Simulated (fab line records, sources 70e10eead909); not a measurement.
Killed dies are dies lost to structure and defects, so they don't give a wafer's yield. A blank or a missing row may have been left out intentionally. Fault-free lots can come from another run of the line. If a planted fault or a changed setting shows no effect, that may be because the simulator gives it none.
Struck lot and sound lot, side by side + flow nand harc + 17 steps out of a route of 1302
Sound: wafers L746.3, L746.4, L746.6. The struck wafers were L757.2, L757.3, L757.6. The cause comes at the end.
Per side, at each step with rows, come the tool, then ch with its chambers, and then its first start. Under that, the readings that differ: sound wafers + struck wafers + difference of the means + sigmas: that difference in standard deviations of wafers without a fault.
alike: readings with means less than 2 such deviations apart, plus words and numbers identical on both sides. not compared: withheld readings, readings lacking a value on some wafer, bounds such as >300 that could conceal the same value, and numbers that have no deviation in the record and whose values overlap.
The two part at a step that has a row with sigmas, a row that says differs or no value, or rows on one side only. Non-overlapping numbers with no deviation appear without sigmas and do not part them. Lack of a reading on every wafer of one side parts them only where that side has two or more wafers.

NHARC_P_ZERO_WELL_CD_MEAS_37: target cd 720 nm.
  sound on cd sem-02 ch 0, day 3 05:58; struck on cd sem-01 ch 0, day 7 19:57
  alike: cd nm
then, 1 step without rows for these wafers: NHARC_P_ZERO_WELL_HARDBAKE_38 (time 80 s).
NHARC_P_ZERO_WELL_DESCUM_39: chemistry O2, time 3 s.
  sound on rie diel-07 ch 1,2,3, day 3 06:08; struck on rie diel-06 ch 0,2,3, day 7 20:08
  alike: chamber pressure mTorr, drypump motor current A, oes product au, rf vpp V, showerhead plenum p Torr, throttle valve pct
  not compared: rf hours counter h
then, 9 steps without rows for these wafers: NHARC_P_ZERO_WELL_IMPLANT_40; NHARC_P_ZERO_WELL_IMPLANT_59; NHARC_P_ZERO_WELL_IMPLANT_60; NHARC_P_ZERO_WELL_STRIP_41 (strips in SPM, time 840 s); NHARC_P_ZERO_WELL_DEHYDRATE_44 (time 120 s); NHARC_P_ZERO_WELL_HMDS_45 (time 30 s); NHARC_P_ZERO_WELL_COAT_46; NHARC_P_ZERO_WELL_SOFTBAKE_47 (time 95 s); NHARC_P_ZERO_WELL_EBR_48.
NHARC_P_ZERO_WELL_EXPOSE_49: exposes mask P HVPW, target cd 2000 nm.
  sound on krf scanner-01 ch 0, day 3 07:27; struck on krf scanner-01 ch 0, day 7 21:18
| reading | sound                      | struck                              | difference | sigmas |
|---------|----------------------------|-------------------------------------|------------|--------|
| mask    | P_HVPW#0 P_HVPW#0 P_HVPW#0 | P_HVPW_R1#0 P_HVPW_R1#0 P_HVPW_R1#0 | differs    |        |
then, 2 steps without rows for these wafers: NHARC_P_ZERO_WELL_PEB_50 (peb time 85 s); NHARC_P_ZERO_WELL_DEVELOP_51 (time 70 s).
NHARC_P_ZERO_WELL_CD_MEAS_52: target cd 2000 nm.
  sound on cd sem-03 ch 0, day 3 07:37; struck on cd sem-03 ch 0
| reading    | sound                | struck               | difference | sigmas |
|------------|----------------------|----------------------|------------|--------|
| cd nm (nm) | 2001.3 1999.0 2000.1 | 1867.7 1866.0 1865.9 | -133.6     | -83    |
  not compared: hold
following that, these wafers have no rows for 1 step: NHARC_END_SORT_01.

== WHERE THEY PART ==
First at NHARC_P_ZERO_WELL_EXPOSE_49; last, within this record, at NHARC_P_ZERO_WELL_CD_MEAS_52.

WHY: what had been put in by the simulator
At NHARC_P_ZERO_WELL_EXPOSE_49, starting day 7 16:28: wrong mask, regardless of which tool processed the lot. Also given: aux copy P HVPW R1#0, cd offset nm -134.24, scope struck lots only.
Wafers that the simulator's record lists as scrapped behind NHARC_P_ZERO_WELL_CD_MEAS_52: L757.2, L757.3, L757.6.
